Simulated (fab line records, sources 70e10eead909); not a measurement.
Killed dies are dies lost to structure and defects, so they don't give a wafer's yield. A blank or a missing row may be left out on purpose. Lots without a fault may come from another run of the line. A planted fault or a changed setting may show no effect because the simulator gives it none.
Which tool did it? | flow nand_harc | 12 lots, 36 wafers sampled, at 5 steps of a route of 1302

WHAT THE GAUGES READ, wafer by wafer
NHARC_P_STI_OCD_MEAS_17.
lot  | measured     | on     | trench_depth_nm (nm) | trench_foot_cd_nm (nm)
L702 | day 2 19:42  | ocd-02 | 298 304 304          | 157.7 154.7 158.3
L704 | day 3 15:02  | ocd-01 | 291 302 292          | 160.6 156.6 158.1
L705 | day 4 02:22  | ocd-01 | 295 299 298          | 159.7 159.0 155.0
L707 | day 4 21:49  | ocd-01 | 292 294 297          | 157.0 156.2 153.7
L708 | day 5 07:01  | ocd-02 | 295 292 295          | 152.9 155.8 156.0
L709 | day 5 18:00  | ocd-01 | 297 294 296          | 156.1 154.7 152.5
L711 | day 6 14:08  | ocd-02 | 299 295 298          | 157.3 155.3 156.8
L712 | day 6 23:28  | ocd-01 | 307 300 303          | 160.0 158.4 159.1
L718 | day 9 11:01  | ocd-02 | 297 292 297          | 160.5 160.2 162.8
L720 | day 10 07:56 | ocd-02 | 299 299 296          | 158.1 159.0 159.8
L721 | day 10 17:46 | ocd-02 | 302 299 301          | 159.6 155.6 156.0
L725 | day 12 09:07 | ocd-01 | 296 303 298          | 161.6 157.3 161.4

NHARC_END_SORT_01.
lot  | measured     | on        | killed_at_array | killed_at_other | killed_at_periphery | killed_dies | killed_open | killed_short
L702 | day 25 06:27 | prober-01 | 27 24 26        | 1 1 2           | 3 5 1               | 31 30 29    | 3 2 1       | 2 1 3
L704 | day 25 08:48 | prober-02 | 51 65 67        | 2 1 1           | 7 6 4               | 60 72 72    | 4 4 3       | 3 2 1
L705 | day 26 01:59 | prober-01 | 72 83 70        | 1 1 4           | 11 6 2              | 84 90 76    | 2 2 3       | 7 3 0
L707 | day 31 00:22 | prober-02 | 48 35 40        | 1 1 1           | 6 2 1               | 55 38 42    | 2 2 1       | 3 0 0
L708 | day 29 19:08 | prober-02 | 49 61 66        | 0 0 0           | 13 13 10            | 62 74 76    | 2 3 5       | 5 4 3
L709 | day 28 23:00 | prober-01 | 21 27 21        | 0 0 1           | 8 2 2               | 29 29 24    | 8 5 1       | 4 6 3
L711 | day 30 16:32 | prober-02 | 67 71 68        | 2 1 0           | 1 0 1               | 70 72 69    | 3 5 2       | 5 6 1
L712 | day 29 14:12 | prober-01 | 54 69 44        | 1 0 0           | 4 7 3               | 59 76 47    | 1 4 3       | 3 3 1
L718 | day 31 16:09 | prober-01 | 47 47 56        | 3 0 1           | 6 5 5               | 56 52 62    | 3 4 2       | 6 2 2
L720 | day 32 07:33 | prober-01 | 57 60 57        | 6 3 2           | 614 614 618         | 677 677 677 | 2 0 5       | 3 2 1
L721 | day 32 17:38 | prober-01 | 75 68 51        | 0 0 1           | 602 609 625         | 677 677 677 | 2 5 2       | 9 3 3
L725 | day 36 00:13 | prober-02 | 20 19 34        | 1 2 3           | 2 3 2               | 23 24 39    | 1 2 5       | 3 1 1

WHICH TOOL RAN EACH LOT (tool, then ch and the chambers of the sampled wafers, then the start)
lot  | NHARC_P_GATE_DEP_103            | NHARC_P_GATE_HM_OPEN_105           | NHARC_P_GATE_ETCH_114
L702 | pecvd-03 ch 0,1, day 4 21:01    | rie_diel-05 ch 2,3, day 4 22:00    | rie_diel-05 ch 0,1, day 25 06:27 or earlier
L704 | pecvd-03 ch 0,2, day 5 15:47    | rie_diel-11 ch 2,3, day 5 16:00    | rie_diel-11 ch 1,2, day 25 08:48 or earlier
L705 | pecvd-01 ch 0,1,2, day 6 01:46  | rie_diel-11 ch 1,2,3, day 6 02:00  | rie_diel-11 ch 0,1,3, day 26 01:59 or earlier
L707 | pecvd-01 ch 1,2, day 9 06:37    | rie_diel-09 ch 0,1, day 9 07:00    | rie_diel-09 ch 1,3, day 31 00:22 or earlier
L708 | pecvd-01 ch 1,2, day 9 06:01    | rie_diel-09 ch 1,2,3, day 9 07:00  | rie_diel-09 ch 1,3, day 29 19:08 or earlier
L709 | pecvd-02 ch 0,1, day 9 04:41    | rie_diel-05 ch 0,1, day 9 05:00    | rie_diel-05 ch 0,2, day 28 23:00 or earlier
L711 | pecvd-02 ch 0,1,2, day 9 05:57  | rie_diel-11 ch 1,2,3, day 9 06:00  | rie_diel-11 ch 1,2,3, day 30 16:32 or earlier
L712 | pecvd-02 ch 0,1,2, day 9 06:36  | rie_diel-11 ch 1,2, day 9 07:00    | rie_diel-11 ch 1,2,3, day 29 14:12 or earlier
L718 | pecvd-01 ch 0,2, day 11 14:55   | rie_diel-05 ch 0,2, day 11 15:00   | rie_diel-05 ch 1,2, day 31 16:09 or earlier
L720 | pecvd-02 ch 0,1,2, day 12 16:29 | rie_diel-05 ch 0,2,3, day 12 17:00 | rie_diel-05 ch 2,3, day 32 07:33 or earlier
L721 | pecvd-03 ch 0,1,2, day 12 17:32 | rie_diel-09 ch 0,2,3, day 12 18:00 | rie_diel-09 ch 0,3, day 32 17:38 or earlier
L725 | pecvd-02 ch 0,1,2, day 14 12:18 | rie_diel-05 ch 0,2,3, day 14 13:00 | rie_diel-05 ch 0,1,3, day 36 00:13 or earlier
- NHARC_P_GATE_DEP_103: deposits SiON, target thk 30 nm.
- NHARC_P_GATE_HM_OPEN_105: chemistry O2/COS, target depth 360 nm.
- NHARC_P_GATE_ETCH_114: etches the open film in CF4/O2, target depth 30 nm, overetch 3 nm, time 16.5 s.

WHAT THE TOOLS THEMSELVES READ (means of the sampled wafers that have a number; where no wafer has one, the mark that the record gives instead)
NHARC_P_GATE_DEP_103.
lot  | tool     | heater_power_w (W)
L702 | pecvd-03 | 840
L704 | pecvd-03 | 835
L705 | pecvd-01 | 767
L707 | pecvd-01 | 649
L708 | pecvd-01 | 630
L709 | pecvd-02 | 746
L711 | pecvd-02 | 780
L712 | pecvd-02 | 722
L718 | pecvd-01 | 764
L720 | pecvd-02 | 729
L721 | pecvd-03 | 784
L725 | pecvd-02 | 753

NHARC_P_GATE_HM_OPEN_105.
lot  | tool        | bias_w (W) | chamber_pressure_mTorr (mTorr) | drypump_motor_current_A (A) | o2_flow_sccm (sccm) | oes_product_au (a.u.) | rf_vpp_V (V) | showerhead_plenum_p_Torr (Torr) | throttle_valve_pct (%)
L702 | rie_diel-05 | 299.8      | 20.009                         | 5.4                         | 400.2               | 1.007                 | 465.8        | 3.04                            | 28.325
L704 | rie_diel-11 | 300.3      | 19.997                         | 6.0                         | 400.5               | 1.005                 | 469.9        | 3.21                            | 28.327
L705 | rie_diel-11 | 300.2      | 19.994                         | 5.8                         | 400.0               | 1.000                 | 466.5        | 3.09                            | 28.330
L707 | rie_diel-09 | 300.8      | 19.994                         | 5.5                         | 399.0               | 0.997                 | 465.4        | 3.01                            | 28.326
L708 | rie_diel-09 | 299.9      | 19.997                         | 6.0                         | 399.8               | 0.999                 | 467.0        | 3.11                            | 28.338
L709 | rie_diel-05 | 300.7      | 19.997                         | 5.7                         | 400.8               | 1.007                 | 468.0        | 3.18                            | 28.333
L711 | rie_diel-11 | 299.9      | 19.999                         | 5.8                         | 400.4               | 0.996                 | 466.6        | 3.09                            | 28.343
L712 | rie_diel-11 | 300.6      | 19.998                         | 5.5                         | 401.0               | 0.992                 | 464.4        | 2.97                            | 28.332
L718 | rie_diel-05 | 300.1      | 19.989                         | 5.4                         | 400.7               | 1.011                 | 467.1        | 3.12                            | 28.323
L720 | rie_diel-05 | -          | -                              | -                           | -                   | -                     | -            | -                               | -
L721 | rie_diel-09 | -          | -                              | -                           | -                   | -                     | -            | -                               | -
L725 | rie_diel-05 | 301.0      | 19.993                         | 5.7                         | 399.7               | 1.003                 | 466.4        | 3.07                            | 28.329

NHARC_P_GATE_ETCH_114.
lot  | tool        | drypump_motor_current_A (A) | o2_flow_sccm (sccm) | oes_product_au (a.u.) | rf_vpp_V (V) | showerhead_plenum_p_Torr (Torr) | throttle_valve_pct (%)
L702 | rie_diel-05 | 5.7                         | 20.09               | 0.995                 | 197.9        | 1.36                            | 13.395
L704 | rie_diel-11 | 5.4                         | 19.95               | 0.994                 | 196.6        | 1.29                            | 13.387
L705 | rie_diel-11 | 5.9                         | 20.03               | 1.004                 | 198.2        | 1.34                            | 13.395
L707 | rie_diel-09 | 5.6                         | 19.95               | 0.996                 | 197.5        | 1.31                            | 13.397
L708 | rie_diel-09 | 5.6                         | 20.00               | 1.005                 | 197.5        | 1.31                            | 13.403
L709 | rie_diel-05 | 5.3                         | 20.05               | 1.007                 | 197.7        | 1.34                            | 13.391
L711 | rie_diel-11 | 5.7                         | 20.00               | 0.999                 | 198.7        | 1.32                            | 13.399
L712 | rie_diel-11 | 5.7                         | 20.03               | 0.996                 | 197.0        | 1.32                            | 13.398
L718 | rie_diel-05 | 5.2                         | 20.01               | 1.011                 | 197.9        | 1.33                            | 13.401
L720 | rie_diel-05 | 5.7                         | 19.95               | 1.005                 | 195.9        | 1.28                            | 13.400
L721 | rie_diel-09 | 6.3                         | 19.99               | 1.001                 | 196.7        | 1.27                            | 13.396
L725 | rie_diel-05 | 5.9                         | 19.97               | 0.999                 | 197.4        | 1.33                            | 13.399

THE ANSWER, worked out from the rows above alone
Rule: what is usual is taken from the lots themselves. Put in order of their means at a reading, lots are off if they are a third of the lots or fewer, leave a main group of 4 or more, and stand apart from it by a gap of 3 or more times the standard deviation of the main group's means; of several such gaps the widest counts. A main group whose means are all the same, to the digits that the tables above print for the reading, isn't used. A lot without any number at a reading at which 4 lots or more have one is off too. The other lots that the step has rows for count as sound. The gauges are gone through in route order, then the tools' own readings, and for those a lot's mean is taken as printed above. The first step at which some lot is off is used, and at that step the reading that is off furthest; a lot without a number counts as furthest.
Off: L720, L721, at NHARC_END_SORT_01 (killed_at_periphery). The main group: mean 4.7, standard deviation 2.9.
A tool fits if, at a process step before that reading, it ran every lot that is off, and no sound lot after the first of them. The gauges at NHARC_END_SORT_01 aren't tried: what is off there is off at NHARC_P_GATE_HM_OPEN_105 too, on other tools, and a gauge's error can't cause that. NHARC_P_GATE_ETCH_114 gives no start for some lots, so the hours and the order of its lots are those of NHARC_END_SORT_01. None of those tried fits.

WHAT THE SIMULATOR HAD PUT IN
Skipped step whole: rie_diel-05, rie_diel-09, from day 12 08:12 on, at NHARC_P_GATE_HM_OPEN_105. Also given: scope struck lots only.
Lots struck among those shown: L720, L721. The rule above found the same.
